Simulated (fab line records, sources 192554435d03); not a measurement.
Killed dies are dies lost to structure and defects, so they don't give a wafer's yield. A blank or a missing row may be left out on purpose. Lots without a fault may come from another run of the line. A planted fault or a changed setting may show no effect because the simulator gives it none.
Chamber matching | flow n5_finfet | N5_HKMG_FIN_CVD_62 on thermal_cvd_si-02: 3 sister chambers
The step deposits a-Si from Si2H6, target thk 3 nm, time 20.8 s. 6 wafers are shown with their chamber, then 7 later ones without.

WAFERS WITH THEIR CHAMBER
wafer  | chamber | heater_power_w (W)
L193.2 | 2       | 1274
L193.4 | 2       | 1270
L195.4 | 1       | 1309
L195.5 | 1       | 1281
L197.3 | 0       | 1184
L197.4 | 0       | 1198

WAFERS WITHOUT THEIR CHAMBER
wafer  | heater_power_w (W)
L197.6 | 1241
L201.2 | 1266
L201.4 | 1303
L203.2 | 1267
L203.5 | 1260
L205.1 | 1272
L205.4 | 1267

WHICH CHAMBER EACH WENT THROUGH
wafer  | from the rows above          | in truth
L197.6 | can't be placed: 2 or 0 or 1 | 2
L201.2 | can't be placed: 2 or 1      | 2
L201.4 | can't be placed: 1 or 2      | 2
L203.2 | can't be placed: 2 or 1      | 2
L203.5 | can't be placed: 2 or 1      | 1
L205.1 | can't be placed: 2 or 1      | 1
L205.4 | can't be placed: 2 or 1      | 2
Placed correctly: 0 of 7. Can't be placed from these rows: 7 (the true chamber is among the candidates in 7). Placed wrongly: 0.
How it was worked out, from the rows above alone: a wafer's distance from a chamber is the root of the sum, over the readings, of the square of ((its reading less the chamber's mean) divided by the reading's scatter). The wafer belongs to the nearest chamber; if the next one is less than 2 further off, it can't be placed. A chamber's mean is the mean of its shown wafers. The scatter: the root of (the sum of the squares of (reading less its chamber's mean) over the shown wafers, divided by (wafers less chambers)).
